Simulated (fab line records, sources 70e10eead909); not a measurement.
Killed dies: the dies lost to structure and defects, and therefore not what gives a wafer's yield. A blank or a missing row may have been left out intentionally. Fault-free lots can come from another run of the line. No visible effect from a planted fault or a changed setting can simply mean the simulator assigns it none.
Comparing a struck lot with a sound one + flow nand harc + 14 steps out of a route of 1159
Sound: these wafers, L652.3, L652.4, L652.6. Wafers L665.4, L665.5, L665.6 were the ones struck. At the end, the cause is stated.
Per side, at each step with rows, come the tool, then ch with its chambers, and then its first start. Under that, the readings that differ: sound wafers + struck wafers + difference of the means + sigmas: that difference in standard deviations of wafers without a fault.
alike: words and numbers the same on both sides, and readings whose means are apart by under 2 such deviations; not compared: readings that were withheld, readings missing a value for some wafer, numbers with overlapping values and no deviation given by the record, and bounds like >300 which may hide the same value.
The two part at a step that has a row with sigmas, a row that says differs or no value, or rows on one side only. Numbers that have no deviation but don't overlap get no sigmas and don't part them. Lack of a reading on every wafer of one side parts them only where that side has two or more wafers.

first, 6 steps without rows for these wafers: NHARC_A_STAIRCASE_SOFTBAKE_212 (time 170 s); NHARC_A_STAIRCASE_EBR_213; NHARC_A_STAIRCASE_EXPOSE_214 (exposes mask STAIR 3); NHARC_A_STAIRCASE_PEB_215 (peb time 130 s); NHARC_A_STAIRCASE_DEVELOP_216 (time 140 s); NHARC_A_STAIRCASE_HARDBAKE_218 (time 140 s).
NHARC_A_STAIRCASE_DESCUM_219: chemistry O2, time 3 s.
  sound on rie diel-06 ch 0,2, day 13 12:04; struck on rie diel-01 ch 0,1,3, day 16 11:23
  alike: drypump motor current A, oes product au, rf vpp V, showerhead plenum p Torr, throttle valve pct
  not compared: rf hours counter h
NHARC_A_STAIRCASE_TRIM_220: chemistry O2, time 211.2 s.
  sound on rie diel-06 ch 0,2, day 13 12:09; struck on rie diel-01 ch 2,3, day 16 11:28
  alike: drypump motor current A, oes product au, rf vpp V, showerhead plenum p Torr, throttle valve pct
  not compared: rf hours counter h
then, 1 step without rows for these wafers: NHARC_A_STAIRCASE_ETCH_221 (etches the open film in C4F8/O2, target depth 100 nm, time 40.5 s).
NHARC_A_STAIRCASE_TRIM_222: chemistry O2, time 211.2 s.
  sound: rie diel-06 ch 0,1,2; struck: rie diel-01 ch 0,1
| reading               | sound             | struck            | difference | sigmas |
|-----------------------|-------------------|-------------------|------------|--------|
| oes product au (a.u.) | 0.991 0.988 0.992 | 1.024 1.028 0.997 | +0.026     | +2     |
  alike: drypump motor current A, rf vpp V, showerhead plenum p Torr, throttle valve pct
  not compared: rf hours counter h
NHARC_A_STAIRCASE_ETCH_223: etches the open film in C4F8/O2, target depth 100 nm, time 40.5 s.
  sound: rie diel-06 ch 0,2; struck: rie diel-01 ch 1,2,3
  alike: oes product au, rf vpp V
  not compared: rf hours counter h
NHARC_A_STAIRCASE_TRIM_224: chemistry O2, time 211.2 s.
  sound on rie diel-06 ch 1,2, day 13 12:39; struck on rie diel-01 ch 0,3, day 16 12:18
| reading               | sound             | struck            | difference | sigmas |
|-----------------------|-------------------|-------------------|------------|--------|
| oes product au (a.u.) | 0.986 0.994 0.983 | 1.190 1.189 1.201 | +0.206     | +16    |
  alike: drypump motor current A, rf vpp V, showerhead plenum p Torr, throttle valve pct
  not compared: rf hours counter h
NHARC_A_STAIRCASE_ETCH_225: etches the open film in C4F8/O2, target depth 100 nm, time 40.5 s.
  sound: rie diel-06 ch 2,3; struck: rie diel-01 ch 0,1,3
  alike: oes product au, rf vpp V
  not compared: rf hours counter h
-- record jumps: 9 days between struck wafers' starts before vs after; left off in module A_STAIRCASE, resumes in module END, first step shown is number 1159 of the route --
NHARC_END_SORT_01:
  sound on prober-02 ch 0, day 21 19:43; struck on prober-02 ch 0, day 25 08:59
| reading         | sound    | struck | difference | sigmas |
|-----------------|----------|--------|------------|--------|
| killed at array | 15 13 14 | 35     | +21        | +2     |
  alike: killed at other, killed at periphery, killed dies, killed open, killed short

## WHERE THEY PART
At NHARC_A_STAIRCASE_TRIM_222 first; at NHARC_END_SORT_01 last (within this record only).

WHY: whatever the simulator had introduced
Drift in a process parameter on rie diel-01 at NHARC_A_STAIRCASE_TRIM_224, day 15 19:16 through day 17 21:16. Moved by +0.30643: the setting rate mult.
